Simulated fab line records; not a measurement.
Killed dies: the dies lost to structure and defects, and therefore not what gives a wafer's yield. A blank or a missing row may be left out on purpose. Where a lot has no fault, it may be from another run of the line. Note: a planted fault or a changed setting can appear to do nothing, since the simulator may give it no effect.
Which tool did it? -- flow nandHarc -- 12 lots, 36 wafers sampled, at 6 steps of a route of 1302

## WHAT THE GAUGES READ, wafer by wafer
NHARC_A_CONTACT_CD_MEAS_80.
lot,measured,on,cdNm (nm)
L532,day 21 21:44,cdSem-03,289.7 290.4 291.1
L534,day 22 12:10,cdSem-03,290.9 290.7 291.0
L533,day 22 14:26,cdSem-02,289.3 291.1 289.3
L537,day 23 16:13,cdSem-02,290.9 290.8 289.0
L540,day 24 21:20,cdSem-02,288.4 288.7 285.5
L546,day 28 03:24,cdSem-03,289.9 289.7 289.4
L547,day 28 05:16,cdSem-03,288.9 289.7 288.8
L549,day 28 22:23,cdSem-02,290.5 289.3 289.5
L550,day 29 05:49,cdSem-03,288.8 289.5 289.4
L551,day 29 18:47,cdSem-02,289.6 289.1 288.9
L552,day 30 03:49,cdSem-01,287.6 288.3 289.7
L555,day 31 21:58,cdSem-03,286.3 286.1 287.7

NHARC_END_SORT_01.
lot,measured,on,killedAtArray,killedAtOther,killedAtPeriphery,killedDies,killedOpen,killedShort
L537,day 27 02:13,prober-01,23 22,0 0,3 2,26 24,5 7,5 3

## WHAT TOOL EACH LOT RAN ON (gives the tool, then ch and the chambers of the sampled wafers, and finally the start)
lot,NHARC_A_CONTACT_ETCH_124,NHARC_A_CONTACT_ETCH_129,NHARC_A_CONTACT_ETCH_133,NHARC_A_CONTACT_ETCH_106
L532,"harCapEtch-02 ch 0,1, day 21 19:07","harCapEtch-02 ch 0,1, day 21 20:01","harCapEtch-02 ch 0,1, day 21 20:44","rieDiel-13 ch 2,3, day 21 22:18"
L534,"harCapEtch-02 ch 0,1, day 22 09:31","harCapEtch-02 ch 0,1, day 22 10:25","harCapEtch-02 ch 0,1, day 22 11:08","rieDiel-06 ch 0,1, day 22 12:28"
L533,"harCapEtch-01 ch 0,1, day 22 11:50","harCapEtch-01 ch 0,1, day 22 12:44","harCapEtch-01 ch 0,1, day 22 13:26","rieDiel-06 ch 0,1,2, day 22 14:44"
L537,"harCapEtch-03 ch 0,1, day 23 13:20","harCapEtch-03 ch 0,1, day 23 14:14","harCapEtch-03 ch 0,1, day 23 15:15","rieDiel-13 ch 1,2, day 23 16:44"
L540,"harCapEtch-01 ch 0,1, day 24 18:43","harCapEtch-01 ch 0,1, day 24 19:37","harCapEtch-01 ch 0,1, day 24 20:20","rieDiel-01 ch 0,1,3, day 24 21:38"
L546,"harCapEtch-01 ch 0,1, day 28 00:51","harCapEtch-01 ch 0,1, day 28 01:44","harCapEtch-01 ch 0,1, day 28 02:32","rieDiel-01 ch 2,3, day 28 03:41"
L547,"harCapEtch-02 ch 0, day 28 02:40","harCapEtch-02 ch 0, day 28 03:34","harCapEtch-02 ch 0, day 28 04:20","rieDiel-06 ch 0,2,3, day 28 05:34"
L549,"harCapEtch-03 ch 0,1, day 28 16:37","harCapEtch-03 ch 0,1, day 28 17:50","harCapEtch-03 ch 0,1, day 28 18:50","rieDiel-06 ch 0,3, day 28 22:41"
L550,"harCapEtch-01 ch 0,1, day 29 03:10","harCapEtch-01 ch 0,1, day 29 04:05","harCapEtch-01 ch 0,1, day 29 04:50","rieDiel-01 ch 0,2,3, day 29 06:08"
L551,"harCapEtch-02 ch 0,1, day 29 16:15","harCapEtch-02 ch 0,1, day 29 17:09","harCapEtch-02 ch 0,1, day 29 17:59","rieDiel-01 ch 0,3, day 29 19:04"
L552,"harCapEtch-01 ch 0,1, day 30 01:14","harCapEtch-01 ch 0,1, day 30 02:08","harCapEtch-01 ch 0,1, day 30 02:53","rieDiel-06 ch 1,2, day 30 04:06"
L555,"harCapEtch-03 ch 0,1, day 31 19:22","harCapEtch-03 ch 0,1, day 31 20:16","harCapEtch-03 ch 0,1, day 31 21:01","rieDiel-06 ch 0,2,3, day 31 22:19"
- NHARC_A_CONTACT_ETCH_124: etches the open film in C4F8/O2/Ar, time 140 s, target depth 700 nm.
- NHARC_A_CONTACT_ETCH_129: etches the open film in C4F8/O2/Ar, time 197 s, target depth 1918 nm.
- NHARC_A_CONTACT_ETCH_133: etches the open film in C4F8/O2/Ar, time 374 s, target depth 1610 nm.
- NHARC_A_CONTACT_ETCH_106: etches the open film in CF4/O2, target depth 90 nm, overetch 9 nm, time 49.5 s.

## WHAT THE TOOLS THEMSELVES READ (means of the sampled wafers that have a number; where no wafer has one, the mark that the record gives instead)
NHARC_A_CONTACT_ETCH_106.
lot,tool,biasW (W),drypumpMotorCurrentA (A),oesProductAu (a.u.),rfVppV (V),showerheadPlenumPTorr (Torr),throttleValvePct (%)
L532,rieDiel-13,100.13,6.1,0.975,197.4,1.30,13.388
L534,rieDiel-06,100.23,5.8,0.995,198.4,1.37,13.403
L533,rieDiel-06,99.89,5.6,0.995,197.4,1.33,13.401
L537,rieDiel-13,100.02,5.7,0.996,196.5,1.29,13.388
L540,rieDiel-01,99.88,5.6,1.022,196.6,1.30,13.404
L546,rieDiel-01,99.97,5.4,1.006,197.3,1.31,13.388
L547,rieDiel-06,100.01,5.7,0.999,197.8,1.31,13.397
L549,rieDiel-06,99.78,5.5,0.997,198.3,1.33,13.393
L550,rieDiel-01,100.31,5.7,1.025,197.7,1.29,13.398
L551,rieDiel-01,100.08,6.1,1.021,196.5,1.28,13.397
L552,rieDiel-06,100.17,5.8,1.002,196.8,1.30,13.402
L555,rieDiel-06,100.18,5.7,0.996,197.0,1.31,13.394

## THE ANSWER, worked out from the rows above alone
Rule: the usual values come from the lots themselves. The widest of any qualifying gaps counts: lots, ordered by their means at a reading, are off when they make up no more than a third of the lots, leave a main group of 4 or more, and stand apart from it by 3 or more times the standard deviation of that group's means. The tables above print the reading to a certain number of digits; a main group whose means all agree to those digits is not used. Also off: a lot with no number at a reading for which 4 or more lots have one. All remaining lots with rows at the step are treated as sound. First the gauges in route order, then the tools' own readings, where a lot's mean is used as printed above. At the first step where some lot is off, the reading lying furthest off is the one used; lots without a number count as furthest.
Across all readings shown, no lot is off: no conclusion can be drawn from this.

## WHAT WAS PUT IN BY THE SIMULATOR
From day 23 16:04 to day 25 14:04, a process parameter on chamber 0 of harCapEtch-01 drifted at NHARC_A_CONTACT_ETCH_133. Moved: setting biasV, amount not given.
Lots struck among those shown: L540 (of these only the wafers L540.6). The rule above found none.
